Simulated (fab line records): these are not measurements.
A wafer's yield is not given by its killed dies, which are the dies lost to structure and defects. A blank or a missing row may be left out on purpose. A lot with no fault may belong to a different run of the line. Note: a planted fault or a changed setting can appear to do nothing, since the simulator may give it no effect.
fab line records + flow n5_finfet
record:
- lots: 4
- wafers: 12
- last_day: 18
route steps=1938 shown BEOL_M5@1188 BEOL_M6@1194 PASSIVATION@1936
lots with no fault: from the same line, run without faults
start_h: hours from the record's first day to the start of the lot's first wafer shown + wait_h: hours from the lot's prior step to this one + " the same as in the row above + L1.1+2: one row covering several wafers at once + - value missing, or start not given + * or withheld: withheld + < > ~ a bound
route shown NAME@n: a module of which the file shows steps, and the number in the route of the first + usual: mean and standard deviation over wafers with no fault + same: alike in all rows + chamber/n: place in a boat + sites: each site's reading + _std_site: their standard deviation + _edge_site: outer sites' mean less inner sites' + radius_mm: how far each site lies from the wafer's centre + mask NAME#n: copy n + behind: the most recent tool/chamber to have shaped the wafer + hold: why the lot went on hold/how many hours it stayed there/how the hold came to an end + device: whichever transistor did not switch (one of n, p or np) + end of line: the tests these same wafers got at the end of their route + for a step that has no rows: nothing shown but its recipe + killed: at the first sort, the dies lost to defects and structure; wafer yield is something else + map: a wafer's dies, marking killed ones x, the rest . and places with no die _
set.NAME: setting as actually run; set.NAME@STEP: the setting as run at that earlier step + model.NAME: the simulator's own value behind a step, which no gauge read
lots at some steps of the route; a table a step, a row a wafer
services: from which hour (start_h, from the record's first day; less than 0 if before it) a tool's chamber was out of use, for how many hours, and why
== steps ==
step: N5_BEOL_M5_PRE_CLEAN_77
recipe:
- gas: NH3/H2
- time_s: 15
- temp_c: *
- rf_power_w: 300
step: N5_BEOL_M5_CO_CAP_78
recipe:
- material: Co
- target_thk_a: 20
- temp_c: 200
- precursor: CCTBA/H2
- pressure_torr: 30
- time_s: 102.1
step: N5_BEOL_M5_PRE_CLEAN_55
recipe:
- gas: NH3
- time_s: 15
- temp_c: withheld
- rf_power_w: 300
step: N5_BEOL_M5_DEP_56
recipe:
- material: SiCN
- target_thk_a: 80
- temp_c: withheld
- precursor: 3MS/NH3
- pressure_torr: 3
- rf_w: 202
- time_s: 14
step: N5_BEOL_M6_ILD_DEP_00
recipe:
- material: SiCOH_lowk
- target_thk_a: 1797.5
- temp_c: 300
- precursor: DEMS/porogen
- pressure_torr: 5
- rf_w: 500
- time_s: 33.4
step: N5_BEOL_M6_CURE_74
recipe:
- temp_c: 385
- time_s: 240
- ambient: He/Ar
- material: SiCOH_lowk
step: N5_BEOL_M6_PECVD_70
recipe:
- material: SiO2
- target_thk_a: 200
- temp_c: 400
- precursor: TEOS/O2
- pressure_torr: 5.5
- rf_w: 450
- teos_flow_sccm: 53.8
- gas: O2
- flow_sccm: 3000
- time_s: 22.7
step: N5_BEOL_M6_HM_DEP_02
recipe:
- material: TiN
- target_thk_a: 200
- temp_c: 25
- chamber_pressure_pa: 0.49996
step: N5_BEOL_M6_COAT_59
recipe:
- resist: SOC
- temp_c: 250
- time_s: 60
- spin_rpm: 1500
- resist_thk_nm: 100
usual:
- dispense_pressure_kPa: 49.6/1.8
- plate_temp_C: 250.01/0.17
- spin_speed_rpm: 1500.0/1.1
| lot.wafer | tool           | chamber | start_h | wait_h | dispense_pressure_kPa | plate_temp_C | spin_speed_rpm | model.SOC_of_BEOL_M6_COAT_59.thk_nm |
|-----------|----------------|---------|---------|--------|-----------------------|--------------|----------------|-------------------------------------|
| L835.1    | litho_track-05 | 0       | 206.89  | 0.1    | 51.1                  | 250.05       | 1500.7         | 100.2                               |
| L835.2    | "              | 0       | "       | "      | 51.1                  | 249.96       | 1500.5         | 100                                 |
| L835.5    | "              | 0       | "       | "      | 51.1                  | 249.85       | 1502.4         | 100                                 |
| L851.1    | litho_track-05 | 0       | 291.13  | 0.1    | 51.0                  | 249.91       | 1572.1         | 97.4                                |
| L851.4    | "              | 0       | "       | "      | 51.0                  | 249.76       | 1574.3         | 97.2                                |
| L851.5    | "              | 0       | "       | "      | 51.0                  | 250.05       | 1572.7         | 97.4                                |
| L852.1    | litho_track-05 | 0       | 304.45  | 0.1    | 51.0                  | 250.03       | 1573.2         | 97.2                                |
| L852.2    | "              | 0       | "       | "      | 51.0                  | 249.93       | 1574.2         | 97.6                                |
| L852.4    | "              | 0       | "       | "      | 51.0                  | 249.83       | 1574.1         | 97.2                                |
| L855.1    | litho_track-01 | 0       | 324.73  | 0.1    | 47.3                  | 250.42       | 1500.3         | 99.8                                |
| L855.3    | "              | 0       | "       | "      | 47.3                  | 249.90       | 1501.1         | 99.6                                |
| L855.5    | "              | 0       | "       | "      | 47.3                  | 250.22       | 1500.2         | 99.8                                |
step: N5_BEOL_M6_COAT_60
recipe:
- resist: SiARC
- temp_c: 220
- time_s: 60
- spin_rpm: 1500
- resist_thk_nm: 35
step: N5_BEOL_M6_COAT_05
recipe:
- resist: CAR-ArF
- spin_rpm: 1500
- resist_thk_nm: 90
step: N5_BEOL_M6_EBR_07
recipe:
- solvent: PGMEA
- ebr_width_mm: 1.5
step: N5_BEOL_M6_SOFTBAKE_06
recipe:
- temp_c: 110
- time_s: 60
- resist: CAR-ArF
step: N5_BEOL_M6_EXPOSE_08
recipe:
- mask_id: M6
- na: 1.35
- source_shape: dipole
- sigma_inner: 0.817
- sigma_outer: 0.97
- polarization: te
- dose_mj: 68.25
step: N5_BEOL_M6_PEB_09
recipe:
- peb_temp_c: withheld
- peb_time_s: 60
- resist: CAR-ArF
step: N5_BEOL_M6_DEVELOP_10
recipe:
- develop_time_s: 30
- developer: TMAH
- resist: CAR-ArF
- rinse_liquid: diw
- dry: air_spin
- dev_temp_c: 23
step: N5_BEOL_M6_DESCUM_16
recipe:
- chemistry: O2
- time_s: 7.9
- source_power_w: 50
- bias_power_w: 20
- pressure_mtorr: 20
- rf_frequency_hz: 2.712e+07
- temp_c: 40
- resist: CAR-ArF
- o2_flow_sccm: 225
step: N5_BEOL_M6_ETCH_61
recipe:
- chemistry: CF4
- target: SiARC
- target_depth_a: 455
- mask_material: CAR-ArF
- time_s: 75.8
- ion_energy_ev: 80
- pressure_mtorr: 40
- source_w: 545
- bias_w: 36
- Ar_flow_sccm: 100
- cf4_flow_sccm: 100
- ends: cleared
step: N5_BEOL_M6_ETCH_62
recipe:
- chemistry: N2/H2
- target: SOC
- target_depth_a: 1100
- overetch_a: 220
- mask_material: SiARC
- temp_c: 40
- time_s: 165
- ion_energy_ev: 200
- pressure_mtorr: 30
- source_w: 840
- bias_w: 150
- n2_flow_sccm: 200
- h2_flow_sccm: 200
usual:
- drypump_motor_current_A: 5.7/0.5
- oes_product_au: 0.68/0.082
- rf_fwd_power_W: 837.0/2.6
- rf_vpp_V: 523.2/2.4
- showerhead_plenum_p_Torr: 2.52/0.088
- throttle_valve_pct: 17.89/0.2
| lot.wafer | tool        | chamber | start_h | wait_h | drypump_motor_current_A | oes_product_au | rf_fwd_power_W | rf_hours_counter_h | rf_vpp_V | showerhead_plenum_p_Torr | throttle_valve_pct | model.etch.depth_nm |
|-----------|-------------|---------|---------|--------|-------------------------|----------------|----------------|--------------------|----------|--------------------------|--------------------|---------------------|
| L835.1    | rie_diel-02 | 1       | 207.44  | 0.0    | 5.8                     | 0.69           | 838.4          | 89                 | 527.0    | 2.68                     | 18.08              | 100.3               |
| L835.2    | "           | 0       | "       | "      | 5.9                     | 0.83           | 832.2          | 6                  | 524.0    | 2.50                     | 17.69              | 100.1               |
| L835.5    | "           | 1       | "       | "      | 5.8                     | 0.69           | 836.9          | -                  | 526.4    | 2.68                     | 18.09              | 99.96               |
| L851.1    | rie_diel-05 | 1       | 291.56  | 0.0    | 5.2                     | 0.68           | 835.0          | 107                | 521.0    | 2.46                     | 17.84              | 97.34               |
| L851.4    | "           | 3       | "       | "      | 5.9                     | 0.57           | 839.3          | 221                | 519.7    | 2.41                     | 17.95              | 97.12               |
| L851.5    | "           | 3       | "       | "      | 5.9                     | 0.57           | 841.1          | -                  | 520.3    | 2.41                     | 17.95              | 97.46               |
| L852.1    | rie_diel-02 | 2       | 305.06  | 0.0    | 6.7                     | 0.77           | 837.7          | 22                 | 524.6    | 2.59                     | 17.80              | 97.14               |
| L852.2    | "           | 0       | "       | "      | 5.8                     | 0.75           | 833.7          | 44                 | 522.6    | 2.48                     | 17.78              | 97.61               |
| L852.4    | "           | 1       | "       | "      | 5.8                     | 0.66           | 837.1          | 123                | 526.8    | 2.67                     | 18.13              | 97.12               |
| L855.1    | rie_diel-02 | 3       | 325.28  | 0.0    | 5.4                     | 0.74           | 838.0          | 41                 | 525.8    | 2.59                     | 17.73              | 99.86               |
| L855.3    | "           | 1       | "       | "      | 5.8                     | 0.65           | 836.2          | 130                | 526.5    | 2.66                     | 18.14              | 99.68               |
| L855.5    | "           | 1       | "       | "      | 5.7                     | 0.65           | 840.5          | -                  | 526.3    | 2.66                     | 18.15              | 99.78               |
step: N5_BEOL_M6_STRIP_68
recipe:
- chemistry: N2/H2
- temp_c: 40
- n2_flow_sccm: 200
- h2_flow_sccm: 200
- rf_frequency_hz: 6e+07
step: N5_BEOL_M6_STRIP_67
recipe:
- chemistry: CF4
- resist: SiARC
- power_w: 300
- bias_power_w: 75
- pressure_mtorr: 50
- cf4_flow_sccm: 150
- rf_frequency_hz: 6e+07
step: N5_BEOL_M6_HM_OPEN_17
recipe:
- chemistry: Cl2/BCl3
- target_depth_a: 200
- overetch_a: 60
- target: TiN
- mask_material: SOC
- ion_energy_ev: 150
- pressure_mtorr: 10
- icp_w: 1000
- bias_w: 126
- Cl2_flow_sccm: 53.25
- bcl3_flow_sccm: 21.75
- Ar_flow_sccm: 25
usual:
- drypump_motor_current_A: 5.6/0.52
- oes_product_au: 0.63/0.074
- rf_fwd_power_W: 993/3.2
- throttle_valve_pct: 22.10/0.21
| lot.wafer | tool         | chamber | start_h | wait_h | drypump_motor_current_A | oes_product_au | rf_fwd_power_W | rf_hours_counter_h | throttle_valve_pct | model.SOC_of_BEOL_M6_COAT_59.thk_nm |
|-----------|--------------|---------|---------|--------|-------------------------|----------------|----------------|--------------------|--------------------|-------------------------------------|
| L835.1    | rie_metal-03 | 1       | 207.63  | 0.0    | 4.9                     | 0.57           | 992            | 84                 | 22.36              | 92.2                                |
| L835.2    | "            | 0       | "       | "      | 4.9                     | 0.74           | 996            | 17                 | 21.85              | 92.2                                |
| L835.5    | "            | 1       | "       | "      | 4.9                     | 0.57           | 989            | -                  | 22.34              | 91.8                                |
| L851.1    | rie_metal-03 | 1       | 291.75  | 0.0    | 4.9                     | 0.56           | 996            | 92                 | 22.37              | 89.4                                |
| L851.4    | "            | 1       | "       | "      | 4.9                     | 0.56           | 993            | -                  | 22.34              | 89                                  |
| L851.5    | "            | 1       | "       | "      | 4.9                     | 0.56           | 995            | -                  | 22.36              | 89.6                                |
| L852.1    | rie_metal-03 | 0       | 305.25  | 0.0    | 4.9                     | 0.70           | 990            | 26                 | 21.87              | 89.2                                |
| L852.2    | "            | 1       | "       | "      | 4.9                     | 0.55           | 987            | 93                 | 22.38              | 89.4                                |
| L852.4    | "            | 1       | "       | "      | 4.9                     | 0.57           | 989            | -                  | 22.36              | 89                                  |
| L855.1    | rie_metal-01 | 1       | 325.47  | 0.0    | 6.3                     | 0.55           | 991            | 105                | 21.88              | 92                                  |
| L855.3    | "            | 1       | "       | "      | 6.4                     | 0.55           | 988            | -                  | 21.88              | 91.8                                |
| L855.5    | "            | 1       | "       | "      | 6.4                     | 0.55           | 991            | -                  | 21.90              | 91.8                                |
step: N5_BEOL_M6_STRIP_19
recipe:
- chemistry: O2
- power_w: 400
- temp_c: 40
- pressure_mtorr: 30
- rf_frequency_hz: 6e+07
- bias_power_w: 0
- overash_fraction: 0.2
- o2_flow_sccm: 225
step: N5_PASSIVATION_PROBE_49
usual:
- defect_limited_yield: 91.6/1.4
- killed_at_M0_to_M3: 33/9.7
- killed_at_M4_up: 13/5.4
- killed_at_contacts: 13/6.6
- killed_at_front_end: 36/11
- killed_at_other: 3.9/3
- killed_dies: 99/16
- killed_on_rim: 13/3.8
- killed_open: 66/12
- killed_short: 32/7.9
- sort_bin_5_function: 4.9/0.9
- sort_bin_6_memory: 3.2/0.67
- sort_n_pass: 1081/16
- sort_yield_pct: 91.6/1.4
same:
- gross_dies: 1180
- killed_at_back_side: 0
- sort_bin_4_leakage[%]: 0
- sort_bin_8_speed[%]: 0
| lot.wafer | tool      | chamber | start_h | wait_h | defect_limited_yield[%] | killed_at_M0_to_M3 | killed_at_M4_up | killed_at_contacts | killed_at_front_end | killed_at_other | killed_dies | killed_on_rim | killed_open | killed_short | sort_bin_5_function[%] | sort_bin_6_memory[%] | sort_n_pass | sort_yield_pct[%] |
|-----------|-----------|---------|---------|--------|-------------------------|--------------------|-----------------|--------------------|---------------------|-----------------|-------------|---------------|-------------|--------------|------------------------|----------------------|-------------|-------------------|
| L835.1    | prober-01 | -       | 302.88  | 0.0    | 91.5                    | 39                 | 12              | 8                  | 30                  | 11              | 100         | 14            | 67          | 33           | 5.4                    | 2.6                  | 1080        | 91.5              |
| L835.2    | prober-01 | -       | 302.93  | 0.1    | 92.7                    | 26                 | 13              | 9                  | 31                  | 7               | 86          | 8             | 52          | 34           | 4.4                    | 2.5                  | 1094        | 92.7              |
| L835.5    | prober-01 | -       | 303.08  | 0.2    | 91.4                    | 29                 | 17              | 14                 | 36                  | 5               | 101         | 14            | 71          | 30           | 5.3                    | 3.2                  | 1079        | 91.4              |
| L851.1    | prober-01 | -       | 380.46  | 0.0    | 91.7                    | 32                 | 16              | 11                 | 38                  | 1               | 98          | 12            | 64          | 33           | 5.3                    | 2.7                  | 1082        | 91.7              |
| L851.4    | prober-01 | -       | 380.61  | 0.2    | 91.9                    | 31                 | 13              | 13                 | 35                  | 3               | 95          | 14            | 65          | 29           | 4.2                    | 3.6                  | 1085        | 91.9              |
| L851.5    | prober-01 | -       | 380.66  | 0.2    | 91.6                    | 22                 | 8               | 10                 | 56                  | 3               | 99          | 15            | 58          | 41           | 4.8                    | 3.2                  | 1081        | 91.6              |
| L852.1    | prober-02 | -       | 388.19  | 0.0    | 91.4                    | 21                 | 13              | 12                 | 49                  | 7               | 102         | 10            | 68          | 34           | 5.7                    | 2.6                  | 1078        | 91.4              |
| L852.2    | prober-02 | -       | 388.24  | 0.1    | 90.9                    | 31                 | 11              | 7                  | 53                  | 5               | 107         | 16            | 64          | 42           | 5.9                    | 2.8                  | 1073        | 90.9              |
| L852.4    | prober-02 | -       | 388.34  | 0.2    | 91.6                    | 27                 | 18              | 5                  | 43                  | 6               | 99          | 15            | 67          | 32           | 5.4                    | 2.8                  | 1081        | 91.6              |
| L855.1    | prober-02 | -       | 420.55  | 0.0    | 94.3                    | 14                 | 14              | 14                 | 25                  | 0               | 67          | 7             | 42          | 24           | 3.3                    | 2.2                  | 1113        | 94.3              |
| L855.3    | prober-02 | -       | 420.65  | 0.1    | 91.9                    | 30                 | 11              | 14                 | 36                  | 4               | 95          | 9             | 66          | 28           | 4.2                    | 3.6                  | 1085        | 91.9              |
| L855.5    | prober-02 | -       | 420.75  | 0.2    | 91.5                    | 40                 | 10              | 23                 | 27                  | 0               | 100         | 13            | 69          | 30           | 5.5                    | 2.5                  | 1080        | 91.5              |
killed by level:class
L835.1 STI_FIN_REVEAL:geometric_particle:open=15 BEOL_M0_SAQP:geometric_particle:open=11 BEOL_M0_SAQP:geometric_particle:short=10 MOL_CONTACT_COAG:geometric_particle:open=6 BEOL_M0:geometric_particle:open=5 DUMMY_GATE:geometric_particle:open=4 BEOL_M2:geometric_particle:open=3 BEOL_M2:geometric_particle:short=3
L835.2 MOL_CONTACT_COAG:geometric_particle:open=8 FIN_SAQP:geometric_particle:short=7 BEOL_M3:geometric_particle:open=6 BEOL_M0_SAQP:geometric_particle:short=6 BEOL_M0_SAQP:geometric_particle:open=6 STARTING-WAFER:geometric_particle:short=5 STI_FIN_REVEAL:geometric_particle:open=4 BEOL_M1:geometric_particle:open=4
L835.5 FIN_SAQP:geometric_particle:open=12 MOL_CONTACT_COAG:geometric_particle:open=10 BEOL_M0_SAQP:geometric_particle:short=7 BEOL_M3:geometric_particle:open=7 BEOL_M4:geometric_particle:open=6 BEOL_M0_SAQP:geometric_particle:open=5 DUMMY_GATE:geometric_particle:open=4 MOL_CONTACT_COAG:geometric_particle:short=4
L851.1 BEOL_M2:geometric_particle:open=16 STI_FIN_REVEAL:geometric_particle:open=13 GATE_CUT:geometric_particle:short=7 MOL_CONTACT_COAG:geometric_particle:short=6 BEOL_M4:geometric_particle:open=6 FIN_SAQP:geometric_particle:short=5 MOL_CONTACT_COAG:geometric_particle:open=5 BEOL_M0_SAQP:geometric_particle:short=5
L851.4 MOL_CONTACT_COAG:geometric_particle:open=11 BEOL_M1:geometric_particle:open=9 GATE_CUT:geometric_particle:short=8 BEOL_M3:geometric_particle:open=8 STI_FIN_REVEAL:geometric_particle:open=7 DUMMY_GATE:geometric_particle:open=5 BEOL_M0:geometric_particle:short=4 STARTING-WAFER:geometric_particle:short=4
L851.5 FIN_SAQP:geometric_particle:short=14 FIN_SAQP:geometric_particle:open=10 MOL_CONTACT_COAG:geometric_particle:open=10 STI_FIN_REVEAL:geometric_particle:open=7 BEOL_M0_SAQP:geometric_particle:open=6 STI_FIN_REVEAL:geometric_particle:short=4 DUMMY_GATE:geometric_particle:open=4 GATE_CUT:geometric_particle:short=4
L852.1 FIN_SAQP:geometric_particle:short=16 MOL_CONTACT_COAG:geometric_particle:open=11 FIN_SAQP:geometric_particle:open=8 BEOL_M4:geometric_particle:open=6 STI_FIN_REVEAL:geometric_particle:open=5 BEOL_M0_SAQP:geometric_particle:open=5 BEOL_M3:geometric_particle:open=5 DUMMY_GATE:geometric_particle:open=4
L852.2 FIN_SAQP:geometric_particle:short=13 GATE_CUT:geometric_particle:open=9 BEOL_M2:geometric_particle:open=8 FIN_SAQP:geometric_particle:open=7 GATE_CUT:geometric_particle:short=7 BEOL_M0_SAQP:geometric_particle:short=7 MOL_CONTACT_COAG:geometric_particle:open=6 BEOL_M0_SAQP:geometric_particle:open=6
L852.4 BEOL_M1:geometric_particle:open=8 BEOL_M4:geometric_particle:open=8 BEOL_M3:geometric_particle:open=8 FIN_SAQP:geometric_particle:short=6 FIN_SAQP:geometric_particle:open=5 MOL_CONTACT_COAG:geometric_particle:open=5 STARTING-WAFER:geometric_particle:open=5 GATE_CUT:geometric_particle:open=4
L855.1 MOL_CONTACT_COAG:geometric_particle:open=12 GATE_CUT:geometric_particle:short=5 STI_FIN_REVEAL:geometric_particle:open=4 ILD0:geometric_particle:open=4 BEOL_M1:geometric_particle:short=4 BEOL_M4:geometric_particle:open=4 STI_FIN_REVEAL:geometric_particle:short=3 BEOL_M3:geometric_particle:open=3
L855.3 STI_FIN_REVEAL:geometric_particle:open=11 MOL_CONTACT_COAG:geometric_particle:open=10 BEOL_M2:geometric_particle:open=10 BEOL_M3:geometric_particle:open=8 GATE_CUT:geometric_particle:open=5 FIN_SAQP:geometric_particle:short=4 MOL_CONTACT_COAG:geometric_particle:short=4 BEOL_M0_SAQP:geometric_particle:open=4
L855.5 MOL_CONTACT_COAG:geometric_particle:open=18 BEOL_M2:geometric_particle:open=10 BEOL_M0_SAQP:geometric_particle:open=8 BEOL_M3:geometric_particle:open=6 MOL_CONTACT_COAG:geometric_particle:short=5 BEOL_M0_SAQP:geometric_particle:short=5 BEOL_M4:geometric_particle:open=5 FIN_SAQP:geometric_particle:open=4
== services ==
| tool         | chamber | start_h | hours | kind                          |
|--------------|---------|---------|-------|-------------------------------|
| rie_diel-02  | 3       | 191.84  | -     | clean                         |
| rie_diel-02  | 3       | 191.84  | -     | consumable_replace:focus_ring |
| rie_diel-02  | 3       | 191.84  | 25.8  | scheduled_down                |
| rie_diel-02  | 3       | 191.84  | 25.8  | vent_cycle                    |
| rie_diel-02  | 2       | 217.75  | -     | clean                         |
| rie_diel-02  | 2       | 217.75  | -     | consumable_replace:focus_ring |
| rie_diel-02  | 2       | 217.75  | 25.7  | scheduled_down                |
| rie_diel-02  | 2       | 217.75  | 25.7  | vent_cycle                    |
| rie_diel-02  | -       | 226.47  | 0.7   | repair                        |
| rie_diel-02  | 1       | 237.00  | 5.9   | repair                        |
| rie_diel-05  | 0       | 251.31  | -     | clean                         |
| rie_diel-05  | 0       | 251.31  | -     | consumable_replace:focus_ring |
| rie_diel-05  | 0       | 251.31  | 19.1  | scheduled_down                |
| rie_diel-05  | 0       | 251.31  | 19.1  | vent_cycle                    |
| rie_metal-01 | -       | 284.58  | 1.4   | pm                            |
== key ==
first_sign:
- step: N5_BEOL_M6_COAT_59
- reading: spin_speed_rpm
- direction: up
- sigmas: 66
- usual: *
- struck: *
effect none on later readings
model_effect:
- step: N5_BEOL_M6_COAT_59
- value: SOC_of_BEOL_M6_COAT_59.thk_nm
- without: 99.6
- struck: 97.33
model_effect:
- step: N5_BEOL_M6_ETCH_62
- value: etch.depth_nm
- without: 99.64
- struck: 97.3
model_effect:
- step: N5_BEOL_M6_HM_OPEN_17
- value: SOC_of_BEOL_M6_COAT_59.thk_nm
- without: 91.6
- struck: 89.27
met_at N5_BEOL_M6_COAT_59
struck_wafers L851.1,L851.4,L851.5,L852.1,L852.2,L852.4
onset_between 206.89 291.13
fault:
- kind: process_parameter_drift
- tool: litho_track-05
- chamber: -
- onset_h: 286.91
- steps: N5_BEOL_M6_COAT_59
- channel: spin_rpm
- offset: *
- shape: step
- end_h: 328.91
- acts_in: *
- stated: *
